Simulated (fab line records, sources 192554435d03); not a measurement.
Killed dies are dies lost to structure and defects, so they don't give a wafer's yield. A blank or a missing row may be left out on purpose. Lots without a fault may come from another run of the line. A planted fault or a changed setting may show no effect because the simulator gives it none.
Which tool did it? | flow n5_finfet | 10 lots, 30 wafers sampled, at 4 steps of a route of 1938

WHAT THE GAUGES READ, wafer by wafer
N5_BEOL_M11_CD_MEAS_18: pitch 140 nm, target cd 70 nm. Usual: cd_nm 69.7 nm, standard deviation 0.87.
lot  | measured     | on        | cd_nm (nm)     | flag
L640 | day 13 02:18 | cd_sem-02 | 70.4 70.4 69.1 |
L639 | day 13 07:44 | cd_sem-01 | 70.4 70.0 68.1 |
L641 | day 13 17:02 | cd_sem-03 | 69.2 69.9 68.4 |
L642 | day 14 00:06 | cd_sem-02 | 70.3 70.2 69.8 |
L653 | day 16 17:04 | cd_sem-03 | 67.5 68.3 68.0 |
L656 | day 17 03:04 | cd_sem-01 | 69.6 69.7 69.3 |
L655 | day 17 22:08 | cd_sem-02 | 71.2 69.2 70.5 |
L659 | day 18 06:53 | cd_sem-02 | 71.2 69.6 70.3 |
L657 | day 18 13:11 | cd_sem-03 | 69.4 68.6 69.6 |
L660 | day 20 08:05 | cd_sem-03 | 70.7 69.8 70.0 |

WHICH TOOL RAN EACH LOT (tool, then ch and the chambers of the sampled wafers, then the start)
lot  | N5_BEOL_M11_HM_DEP_02        | N5_BEOL_M11_ETCH_62                | N5_BEOL_M11_STRIP_67
L640 | pvd_sputter-02, day 13 01:23 | rie_diel-03 ch 1,2,3, day 13 01:56 | rie_diel-03 ch 1,2,3, day 13 02:05
L639 | pvd_sputter-02, day 13 06:42 | rie_diel-02 ch 0,1,3, day 13 07:22 | rie_diel-02 ch 0,1,3, day 13 07:31
L641 | pvd_sputter-03, day 13 15:50 | rie_diel-03 ch 0,2,3, day 13 16:23 | rie_diel-03 ch 0,2,3, day 13 16:32
L642 | pvd_sputter-03, day 13 23:04 | rie_diel-02 ch 1,2, day 13 23:44   | rie_diel-02 ch 1,2, day 13 23:53
L653 | pvd_sputter-03, day 16 12:30 | rie_diel-02 ch 0,1, day 16 16:35   | rie_diel-02 ch 0,1, day 16 16:44
L656 | pvd_sputter-03, day 17 01:54 | rie_diel-06 ch 0,1,3, day 17 02:37 | rie_diel-06 ch 0,1,3, day 17 02:46
L655 | pvd_sputter-03, day 17 21:10 | rie_diel-06 ch 1,3, day 17 21:46   | rie_diel-06 ch 1,3, day 17 21:54
L659 | pvd_sputter-02, day 18 05:29 | rie_diel-06 ch 2,3, day 18 06:20   | rie_diel-06 ch 2,3, day 18 06:29
L657 | pvd_sputter-01, day 18 11:24 | rie_diel-03 ch 1,2,3, day 18 12:47 | rie_diel-03 ch 1,2,3, day 18 12:56
L660 | pvd_sputter-02, day 20 06:52 | rie_diel-03 ch 0,2,3, day 20 07:38 | rie_diel-03 ch 0,2,3, day 20 07:47
- N5_BEOL_M11_HM_DEP_02: deposits TiN, target thk 20 nm.
- N5_BEOL_M11_ETCH_62: etches SOC in N2/H2, target depth 110 nm, overetch 22 nm, time 165 s.
- N5_BEOL_M11_STRIP_67: strips in CF4.

WHAT THE TOOLS THEMSELVES READ (means of the sampled wafers that have a number; where no wafer has one, the mark that the record gives instead)
N5_BEOL_M11_HM_DEP_02. Usual: chamber_pressure_pa 0.5000 Pa, standard deviation 0.001; throttle_valve_pct 30.4 %, standard deviation 0.74.
lot  | tool           | chamber_pressure_pa (Pa) | throttle_valve_pct (%) | flag
L640 | pvd_sputter-02 | 0.5004                   | 30.2                   |
L639 | pvd_sputter-02 | 0.4996                   | 30.5                   |
L641 | pvd_sputter-03 | 0.5016                   | 30.6                   |
L642 | pvd_sputter-03 | 0.4994                   | 30.6                   |
L653 | pvd_sputter-03 | 0.5006                   | 30.9                   |
L656 | pvd_sputter-03 | 0.4998                   | 30.5                   |
L655 | pvd_sputter-03 | 0.5003                   | 29.5                   |
L659 | pvd_sputter-02 | 0.4992                   | 30.2                   |
L657 | pvd_sputter-01 | 0.4999                   | 30.5                   |
L660 | pvd_sputter-02 | 0.5000                   | 30.2                   |

N5_BEOL_M11_ETCH_62. Usual: bias_w 150.0 W, standard deviation 0.42; drypump_motor_current_A 5.8 A, standard deviation 0.37; oes_product_au 0.68 a.u., standard deviation 0.064; rf_fwd_power_W 837.3 W, standard deviation 2.5; rf_vpp_V 524 V, standard deviation 3.1; showerhead_plenum_p_Torr 2.56 Torr, standard deviation 0.11; throttle_valve_pct 17.79 %, standard deviation 0.21.
lot  | tool        | bias_w (W) | drypump_motor_current_A (A) | oes_product_au (a.u.) | rf_fwd_power_W (W) | rf_vpp_V (V) | showerhead_plenum_p_Torr (Torr) | throttle_valve_pct (%) | flag
L640 | rie_diel-03 | 150.3      | 5.8                         | 0.66                  | 836.3              | 526          | 2.66                            | 18.01                  |
L639 | rie_diel-02 | 150.4      | 5.7                         | 0.68                  | 839.8              | 524          | 2.53                            | 17.88                  |
L641 | rie_diel-03 | 150.2      | 5.9                         | 0.69                  | 837.4              | 526          | 2.64                            | 17.74                  |
L642 | rie_diel-02 | 149.9      | 5.6                         | 0.63                  | 838.1              | 519          | 2.35                            | 17.73                  |
L653 | rie_diel-02 | 115.5      | 5.7                         | 0.71                  | 835.6              | 440          | 2.49                            | 17.97                  | OFF
L656 | rie_diel-06 | 150.1      | 5.7                         | 0.70                  | 836.5              | 525          | 2.51                            | 17.45                  |
L655 | rie_diel-06 | 149.8      | 5.5                         | 0.75                  | 839.6              | 524          | 2.53                            | 17.44                  |
L659 | rie_diel-06 | 149.8      | 5.4                         | 0.68                  | 838.7              | 522          | 2.48                            | 17.58                  |
L657 | rie_diel-03 | 150.0      | 5.7                         | 0.70                  | 836.8              | 527          | 2.64                            | 17.94                  |
L660 | rie_diel-03 | 150.0      | 5.9                         | 0.64                  | 835.0              | 526          | 2.62                            | 17.84                  |

N5_BEOL_M11_STRIP_67. Usual: drypump_motor_current_A 5.8 A, standard deviation 0.37; oes_product_au 0.80 a.u., standard deviation 0.075; rf_vpp_V 271.3 V, standard deviation 1.7; showerhead_plenum_p_Torr 1.80 Torr, standard deviation 0.07; throttle_valve_pct 13.50 %, standard deviation 0.14.
lot  | tool        | drypump_motor_current_A (A) | oes_product_au (a.u.) | rf_vpp_V (V) | showerhead_plenum_p_Torr (Torr) | throttle_valve_pct (%) | flag
L640 | rie_diel-03 | 5.7                         | 0.79                  | 273.0        | 1.86                            | 13.64                  |
L639 | rie_diel-02 | 5.7                         | 0.80                  | 270.0        | 1.78                            | 13.49                  |
L641 | rie_diel-03 | 5.9                         | 0.81                  | 272.1        | 1.85                            | 13.40                  |
L642 | rie_diel-02 | 5.6                         | 0.75                  | 269.1        | 1.67                            | 13.59                  |
L653 | rie_diel-02 | 5.7                         | 0.83                  | 270.3        | 1.74                            | 13.48                  |
L656 | rie_diel-06 | 5.7                         | 0.83                  | 271.1        | 1.78                            | 13.39                  |
L655 | rie_diel-06 | 5.5                         | 0.88                  | 271.0        | 1.78                            | 13.29                  |
L659 | rie_diel-06 | 5.3                         | 0.81                  | 270.3        | 1.76                            | 13.51                  |
L657 | rie_diel-03 | 5.7                         | 0.83                  | 272.6        | 1.85                            | 13.54                  |
L660 | rie_diel-03 | 5.8                         | 0.76                  | 271.6        | 1.84                            | 13.53                  |

THE ANSWER, worked out from the rows above alone
Rule: a lot is off if the mean of its wafers that have a number lies more than 3 standard deviations from the usual mean. A lot without any number at a reading at which 4 lots or more have one is off too. The other lots that the step has rows for count as sound. The gauges are gone through in route order, then the tools' own readings, and for those a lot's mean is taken as printed above. The first step at which some lot is off is used, and at that step the reading that is off furthest; a lot without a number counts as furthest.
Off: L653, at N5_BEOL_M11_ETCH_62 (bias_w).
A tool fits if, at that step or a process step before it, it ran every lot that is off, and no sound lot after the first of them. One fits: rie_diel-02 at N5_BEOL_M11_ETCH_62. Its last sound lot is L642 (day 13 23:44), its first lot that is off L653 (day 16 16:35): a fault that began between those two fits.
The tool's own readings at N5_BEOL_M11_ETCH_62 bear it out: on the lots that are off they differ by more than 5 times the standard deviation of the sound lots' means. bias_w reads 115.5 W there against 150.1 W on the sound lots; rf_vpp_V reads 440 V there against 524 V on the sound lots.

WHAT THE SIMULATOR HAD PUT IN
Process parameter drift: rie_diel-02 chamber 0, from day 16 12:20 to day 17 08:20, at N5_BEOL_M11_ETCH_62. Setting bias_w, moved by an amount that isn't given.
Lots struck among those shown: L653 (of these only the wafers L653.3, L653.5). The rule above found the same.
